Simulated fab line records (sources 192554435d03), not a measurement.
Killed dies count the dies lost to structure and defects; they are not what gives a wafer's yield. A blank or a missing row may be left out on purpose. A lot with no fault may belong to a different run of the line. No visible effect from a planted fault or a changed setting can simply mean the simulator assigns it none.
What tool caused it? / flow n5 finfet / Sampling: 9 lots, 27 wafers, 5 of 1938 route steps

WHAT THE GAUGES SHOWED, per wafer
N5_BEOL_M0_CUTY_CD_MEAS_57: the cd target is 200 nm. Usual: cd nm 200.0 nm, standard deviation 0.89.
lot=L876; measured=day 5 16:22; on=cd sem-03; cd nm (nm)=199.9 200.8 201.2; flag=
lot=L879; measured=day 6 16:05; on=cd sem-01; cd nm (nm)=200.5 199.8 201.0; flag=
lot=L882; measured=day 7 08:51; on=cd sem-02; cd nm (nm)=201.0 200.6 200.4; flag=
lot=L888; measured=day 8 20:13; on=cd sem-02; cd nm (nm)=198.9 201.3 200.2; flag=
lot=L889; measured=day 9 00:59; on=cd sem-02; cd nm (nm)=200.5 201.0 200.2; flag=
lot=L890; measured=day 9 08:09; on=cd sem-03; cd nm (nm)=201.0 200.3 200.5; flag=
lot=L893; measured=day 9 23:54; on=cd sem-01; cd nm (nm)=200.1 199.4 199.6; flag=
lot=L897; measured=day 11 06:02; on=cd sem-01; cd nm (nm)=200.9 200.5 198.8; flag=
lot=L899; measured=day 11 12:25; on=cd sem-02; cd nm (nm)=198.5 199.4 199.9; flag=

N5_BEOL_M4_RC_MEAS_101. Usual: DIBL_N 36.4 mV/V, standard deviation 1.7; DIBL_P 36.4 mV/V, standard deviation 2.1; IOFF_N 0.16 nA/um, standard deviation 0.035; IOFF_P 0.21 nA/um, standard deviation 0.035; ION_N 680 uA/um, standard deviation 11; ION_P 465 uA/um, standard deviation 6.8; SS_N 71.5 mV/dec, standard deviation 0.58; SS_P 73.2 mV/dec, standard deviation 0.72; VT_N 249 mV, standard deviation 3.6; VT_P -250 mV, standard deviation 3.1.
lot=L876; measured=day 8 12:06; on=prober-02; DIBL_N (mV/V)=38.5 37.1 36.7; DIBL_P (mV/V)=37.3 34.6 34.6; IOFF_N (nA/um)=0.18 0.14 0.14; IOFF_P (nA/um)=0.21 0.17 0.15; ION_N (uA/um)=693 685 668; ION_P (uA/um)=464 461 447; SS_N (mV/dec)=71.5 71.3 71.4; SS_P (mV/dec)=73.9 73.2 73.4; VT_N (mV)=246 253 253; VT_P (mV)=-248 -254 -254; flag=
lot=L879; measured=day 8 23:29; on=prober-01; DIBL_N (mV/V)=35.5 36.5 34.6; DIBL_P (mV/V)=36.7 37.4 35.5; IOFF_N (nA/um)=0.17 0.20 0.16; IOFF_P (nA/um)=0.22 0.23 0.19; ION_N (uA/um)=701 691 686; ION_P (uA/um)=472 463 464; SS_N (mV/dec)=71.6 71.4 71.5; SS_P (mV/dec)=73.9 73.5 73.5; VT_N (mV)=246 246 250; VT_P (mV)=-246 -246 -251; flag=
lot=L882; measured=day 9 22:27; on=prober-01; DIBL_N (mV/V)=36.3 34.1 36.1; DIBL_P (mV/V)=35.4 33.1 35.0; IOFF_N (nA/um)=0.15 0.13 0.15; IOFF_P (nA/um)=0.22 0.19 0.22; ION_N (uA/um)=689 670 683; ION_P (uA/um)=472 466 474; SS_N (mV/dec)=71.8 71.3 71.7; SS_P (mV/dec)=73.4 72.8 73.1; VT_N (mV)=252 252 252; VT_P (mV)=-248 -246 -246; flag=
lot=L888; measured=day 11 07:11; on=prober-01; DIBL_N (mV/V)=35.3 35.7 36.4; DIBL_P (mV/V)=34.5 34.5 34.9; IOFF_N (nA/um)=0.14 0.15 0.16; IOFF_P (nA/um)=0.18 0.20 0.20; ION_N (uA/um)=679 679 678; ION_P (uA/um)=463 461 459; SS_N (mV/dec)=71.1 71.2 71.6; SS_P (mV/dec)=72.3 72.8 73.1; VT_N (mV)=250 248 247; VT_P (mV)=-252 -249 -252; flag=
lot=L889; measured=day 11 12:10; on=prober-02; DIBL_N (mV/V)=38.0 34.5 38.1; DIBL_P (mV/V)=36.6 33.9 37.7; IOFF_N (nA/um)=0.19 0.13 0.20; IOFF_P (nA/um)=0.25 0.21 0.28; ION_N (uA/um)=695 676 695; ION_P (uA/um)=473 473 474; SS_N (mV/dec)=72.4 70.4 72.4; SS_P (mV/dec)=73.9 72.5 74.1; VT_N (mV)=243 250 244; VT_P (mV)=-244 -250 -244; flag=
lot=L890; measured=day 11 16:40; on=prober-01; DIBL_N (mV/V)=34.4 36.8 37.4; DIBL_P (mV/V)=34.9 37.8 38.2; IOFF_N (nA/um)=0.12 0.15 0.16; IOFF_P (nA/um)=0.16 0.20 0.20; ION_N (uA/um)=665 668 682; ION_P (uA/um)=453 456 465; SS_N (mV/dec)=69.9 71.1 71.3; SS_P (mV/dec)=72.7 73.4 73.6; VT_N (mV)=255 254 253; VT_P (mV)=-258 -252 -254; flag=
lot=L893; measured=day 12 09:25; on=prober-02; DIBL_N (mV/V)=37.1 36.5 34.3; DIBL_P (mV/V)=38.1 37.3 35.6; IOFF_N (nA/um)=0.16 0.15 0.13; IOFF_P (nA/um)=0.22 0.21 0.19; ION_N (uA/um)=680 656 668; ION_P (uA/um)=461 452 465; SS_N (mV/dec)=71.9 71.4 71.2; SS_P (mV/dec)=73.2 72.5 72.7; VT_N (mV)=250 254 255; VT_P (mV)=-251 -250 -248; flag=
lot=L897; measured=day 13 05:23; on=prober-02; DIBL_N (mV/V)=39.5 37.7 41.5; DIBL_P (mV/V)=40.4 37.7 42.8; IOFF_N (nA/um)=0.24 0.19 0.31; IOFF_P (nA/um)=0.28 0.23 0.32; ION_N (uA/um)=686 702 717; ION_P (uA/um)=463 471 480; SS_N (mV/dec)=73.2 71.0 72.9; SS_P (mV/dec)=74.5 73.2 75.0; VT_N (mV)=243 243 239; VT_P (mV)=-247 -249 -245; flag=
lot=L899; measured=day 13 21:46; on=prober-01; DIBL_N (mV/V)=36.0 34.6 38.6; DIBL_P (mV/V)=36.2 33.8 39.1; IOFF_N (nA/um)=0.16 0.12 0.21; IOFF_P (nA/um)=0.23 0.19 0.28; ION_N (uA/um)=678 665 692; ION_P (uA/um)=470 464 469; SS_N (mV/dec)=71.7 71.1 72.3; SS_P (mV/dec)=72.8 72.1 74.4; VT_N (mV)=248 252 247; VT_P (mV)=-249 -251 -247; flag=

WHICH TOOL RAN EACH LOT (tool, then ch and the chambers of the sampled wafers, then the start)
lot=L876; N5_BEOL_M0_CUTY_DESCUM_61=rie diel-02 ch 0,1,3, day 5 16:29; N5_BEOL_M0_ETCH_109=rie diel-01 ch 0,2,3, day 5 17:28; N5_BEOL_M0_PRE_CLEAN_113=pvd sputter-01, day 5 17:59
lot=L879; N5_BEOL_M0_CUTY_DESCUM_61=rie diel-02 ch 1,2, day 6 16:15; N5_BEOL_M0_ETCH_109=rie diel-04 ch 1,2,3, day 6 17:08; N5_BEOL_M0_PRE_CLEAN_113=pvd sputter-03, day 6 17:43
lot=L882; N5_BEOL_M0_CUTY_DESCUM_61=rie diel-04 ch 0,1,3, day 7 08:56; N5_BEOL_M0_ETCH_109=rie diel-01 ch 1,2,3, day 7 11:46; N5_BEOL_M0_PRE_CLEAN_113=pvd sputter-02, day 7 12:25
lot=L888; N5_BEOL_M0_CUTY_DESCUM_61=rie diel-01 ch 0,1,2, day 8 20:17; N5_BEOL_M0_ETCH_109=rie diel-01 ch 0,3, day 8 22:33; N5_BEOL_M0_PRE_CLEAN_113=pvd sputter-03, day 9 01:06
lot=L889; N5_BEOL_M0_CUTY_DESCUM_61=rie diel-01 ch 1,3, day 9 01:05; N5_BEOL_M0_ETCH_109=rie diel-02 ch 0,1,3, day 9 02:59; N5_BEOL_M0_PRE_CLEAN_113=pvd sputter-03, day 9 03:32
lot=L890; N5_BEOL_M0_CUTY_DESCUM_61=rie diel-04 ch 2,3, day 9 08:14; N5_BEOL_M0_ETCH_109=rie diel-01 ch 0,1,2, day 9 09:13; N5_BEOL_M0_PRE_CLEAN_113=pvd sputter-02, day 9 10:04
lot=L893; N5_BEOL_M0_CUTY_DESCUM_61=rie diel-04 ch 1,2,3, day 10 00:01; N5_BEOL_M0_ETCH_109=rie diel-04 ch 0,2,3, day 10 05:22; N5_BEOL_M0_PRE_CLEAN_113=pvd sputter-03, day 10 06:02
lot=L897; N5_BEOL_M0_CUTY_DESCUM_61=rie diel-01 ch 0,2,3, day 11 06:07; N5_BEOL_M0_ETCH_109=rie diel-02 ch 1,3, day 11 09:14; N5_BEOL_M0_PRE_CLEAN_113=pvd sputter-03, day 11 09:43
lot=L899; N5_BEOL_M0_CUTY_DESCUM_61=rie diel-02 ch 0,1, day 11 12:47; N5_BEOL_M0_ETCH_109=rie diel-01 ch 2,3, day 11 14:49; N5_BEOL_M0_PRE_CLEAN_113=pvd sputter-01, day 11 15:41
- N5_BEOL_M0_CUTY_DESCUM_61: chemistry O2, time 7.9 s.
- N5_BEOL_M0_ETCH_109: etches SiCN in CH3F/O2, target depth 8 nm, overetch 2.4 nm, time 27.4 s.
- N5_BEOL_M0_PRE_CLEAN_113: time 30 s.

WHAT THE TOOLS THEMSELVES READ (means of the sampled wafers that have a number; where no wafer has one, the mark that the record gives instead)
N5_BEOL_M0_CUTY_DESCUM_61. Usual: bias power w 19.99 W, standard deviation 0.058; drypump motor current A 5.8 A, standard deviation 0.55; oes product au 0.78 a.u., standard deviation 0.063; rf vpp V 243.1 V, standard deviation 1.2; showerhead plenum p Torr 2.09 Torr, standard deviation 0.058; throttle valve pct 20.50 %, standard deviation 0.28.
lot=L876; tool=rie diel-02; bias power w (W)=19.97; drypump motor current A (A)=5.7; oes product au (a.u.)=0.75; rf vpp V (V)=244.5; showerhead plenum p Torr (Torr)=2.11; throttle valve pct (%)=20.69; flag=
lot=L879; tool=rie diel-02; bias power w (W)=19.99; drypump motor current A (A)=6.3; oes product au (a.u.)=0.75; rf vpp V (V)=243.5; showerhead plenum p Torr (Torr)=2.12; throttle valve pct (%)=20.55; flag=
lot=L882; tool=rie diel-04; bias power w (W)=19.96; drypump motor current A (A)=6.0; oes product au (a.u.)=0.73; rf vpp V (V)=241.4; showerhead plenum p Torr (Torr)=2.03; throttle valve pct (%)=20.78; flag=
lot=L888; tool=rie diel-01; bias power w (W)=19.99; drypump motor current A (A)=5.3; oes product au (a.u.)=0.81; rf vpp V (V)=243.9; showerhead plenum p Torr (Torr)=2.10; throttle valve pct (%)=20.43; flag=
lot=L889; tool=rie diel-01; bias power w (W)=19.98; drypump motor current A (A)=5.7; oes product au (a.u.)=0.82; rf vpp V (V)=243.4; showerhead plenum p Torr (Torr)=2.13; throttle valve pct (%)=20.27; flag=
lot=L890; tool=rie diel-04; bias power w (W)=20.02; drypump motor current A (A)=5.8; oes product au (a.u.)=0.83; rf vpp V (V)=242.0; showerhead plenum p Torr (Torr)=2.02; throttle valve pct (%)=20.27; flag=
lot=L893; tool=rie diel-04; bias power w (W)=19.99; drypump motor current A (A)=5.8; oes product au (a.u.)=0.77; rf vpp V (V)=241.7; showerhead plenum p Torr (Torr)=2.04; throttle valve pct (%)=20.57; flag=
lot=L897; tool=rie diel-01; bias power w (W)=19.99; drypump motor current A (A)=5.5; oes product au (a.u.)=0.81; rf vpp V (V)=243.8; showerhead plenum p Torr (Torr)=2.09; throttle valve pct (%)=20.31; flag=
lot=L899; tool=rie diel-02; bias power w (W)=19.98; drypump motor current A (A)=5.9; oes product au (a.u.)=0.86; rf vpp V (V)=243.4; showerhead plenum p Torr (Torr)=2.13; throttle valve pct (%)=20.55; flag=

N5_BEOL_M0_ETCH_109. Usual: bias w 74.99 W, standard deviation 0.23; drypump motor current A 5.8 A, standard deviation 0.53; oes product au 0.67 a.u., standard deviation 0.054; rf vpp V 297.1 V, standard deviation 1.4; showerhead plenum p Torr 1.98 Torr, standard deviation 0.055; throttle valve pct 16.38 %, standard deviation 0.29.
lot=L876; tool=rie diel-01; bias w (W)=74.83; drypump motor current A (A)=5.5; oes product au (a.u.)=0.73; rf vpp V (V)=297.4; showerhead plenum p Torr (Torr)=2.01; throttle valve pct (%)=16.10; flag=
lot=L879; tool=rie diel-04; bias w (W)=74.96; drypump motor current A (A)=5.8; oes product au (a.u.)=0.69; rf vpp V (V)=296.5; showerhead plenum p Torr (Torr)=1.95; throttle valve pct (%)=16.34; flag=
lot=L882; tool=rie diel-01; bias w (W)=75.19; drypump motor current A (A)=5.6; oes product au (a.u.)=0.70; rf vpp V (V)=297.3; showerhead plenum p Torr (Torr)=2.01; throttle valve pct (%)=16.12; flag=
lot=L888; tool=rie diel-01; bias w (W)=88.74; drypump motor current A (A)=5.6; oes product au (a.u.)=0.72; rf vpp V (V)=330.4; showerhead plenum p Torr (Torr)=2.04; throttle valve pct (%)=16.17; flag=OFF
lot=L889; tool=rie diel-02; bias w (W)=75.08; drypump motor current A (A)=5.7; oes product au (a.u.)=0.61; rf vpp V (V)=297.2; showerhead plenum p Torr (Torr)=2.01; throttle valve pct (%)=16.66; flag=
lot=L890; tool=rie diel-01; bias w (W)=81.86; drypump motor current A (A)=5.3; oes product au (a.u.)=0.71; rf vpp V (V)=314.2; showerhead plenum p Torr (Torr)=2.01; throttle valve pct (%)=16.29; flag=OFF
lot=L893; tool=rie diel-04; bias w (W)=75.05; drypump motor current A (A)=6.1; oes product au (a.u.)=0.66; rf vpp V (V)=294.9; showerhead plenum p Torr (Torr)=1.92; throttle valve pct (%)=16.43; flag=
lot=L897; tool=rie diel-02; bias w (W)=74.94; drypump motor current A (A)=5.5; oes product au (a.u.)=0.60; rf vpp V (V)=297.2; showerhead plenum p Torr (Torr)=1.98; throttle valve pct (%)=16.73; flag=
lot=L899; tool=rie diel-01; bias w (W)=74.92; drypump motor current A (A)=5.9; oes product au (a.u.)=0.67; rf vpp V (V)=297.1; showerhead plenum p Torr (Torr)=1.99; throttle valve pct (%)=16.03; flag=

N5_BEOL_M0_PRE_CLEAN_113. Usual: heater power w 337 W, standard deviation 34.
lot=L876; tool=pvd sputter-01; heater power w (W)=343; flag=
lot=L879; tool=pvd sputter-03; heater power w (W)=297; flag=
lot=L882; tool=pvd sputter-02; heater power w (W)=384; flag=
lot=L888; tool=pvd sputter-03; heater power w (W)=298; flag=
lot=L889; tool=pvd sputter-03; heater power w (W)=320; flag=
lot=L890; tool=pvd sputter-02; heater power w (W)=382; flag=
lot=L893; tool=pvd sputter-03; heater power w (W)=346; flag=
lot=L897; tool=pvd sputter-03; heater power w (W)=305; flag=
lot=L899; tool=pvd sputter-01; heater power w (W)=317; flag=

THE ANSWER, worked out from the rows above alone
Rule: a lot is off if the mean of its wafers that have a number lies more than 3 standard deviations from the usual mean. Also off: a lot with no number at a reading for which 4 or more lots have one. Where the step has rows for the other lots, those lots are counted as sound. First the gauges in route order, then the tools' own readings, where a lot's mean is used as printed above. At the first step where some lot is off, the reading lying furthest off is the one used; lots without a number count as furthest.
Off, at N5_BEOL_M0_ETCH_109 on bias w: L888, L890.
A tool fits if, at that step or a process step before it, it ran every lot that is off, and no sound lot after the first of them. Not one of the candidates tried fits.

WHAT THE SIMULATOR PUT IN
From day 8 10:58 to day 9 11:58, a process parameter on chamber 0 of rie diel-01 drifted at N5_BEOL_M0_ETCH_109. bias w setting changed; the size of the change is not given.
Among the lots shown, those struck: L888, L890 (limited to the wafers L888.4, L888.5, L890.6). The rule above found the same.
